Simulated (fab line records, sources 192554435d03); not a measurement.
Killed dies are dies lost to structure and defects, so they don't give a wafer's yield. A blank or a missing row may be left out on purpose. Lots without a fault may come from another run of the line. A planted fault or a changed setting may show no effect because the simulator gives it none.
Which tool did it? | flow n5_finfet | 12 lots, 36 wafers sampled, at 1 step of a route of 1938

WHAT THE GAUGES READ, wafer by wafer
N5_MOL_CONTACT_COAG_INSPECT_42: inspects for defects (brightfield).
lot  | measured     | on                | raw_defect_count
L075 | day 5 13:52  | defect_inspect-01 | 178 169 248
L077 | day 5 20:43  | defect_inspect-02 | 136 204 171
L079 | day 6 10:35  | defect_inspect-01 | 267 178 239
L081 | day 6 19:20  | defect_inspect-01 | 143 145 199
L083 | day 7 11:53  | defect_inspect-02 | 159 188 227
L085 | day 8 02:32  | defect_inspect-02 | 257 207 213
L087 | day 8 11:15  | defect_inspect-01 | 212 245 296
L089 | day 8 19:14  | defect_inspect-01 | 244 266 176
L091 | day 9 07:31  | defect_inspect-02 | 172 143 209
L093 | day 9 19:16  | defect_inspect-01 | 167 226 296
L095 | day 10 09:16 | defect_inspect-02 | 185 120 181
L097 | day 11 01:05 | defect_inspect-01 | 164 168 235

WHICH TOOL RAN EACH LOT (tool, then ch and the chambers of the sampled wafers, then the start)
The record holds no process step before these readings.

THE ANSWER, worked out from the rows above alone
Rule: what is usual is taken from the lots themselves. Put in order of their means at a reading, lots are off if they are a third of the lots or fewer, leave a main group of 4 or more, and stand apart from it by a gap of 3 or more times the standard deviation of the main group's means; of several such gaps the widest counts. A main group whose means are all the same, to the digits that the tables above print for the reading, isn't used. A lot without any number at a reading at which 4 lots or more have one is off too. The other lots that the step has rows for count as sound.
No lot is off at any reading shown: from this, nothing can be told.

WHAT THE SIMULATOR HAD PUT IN
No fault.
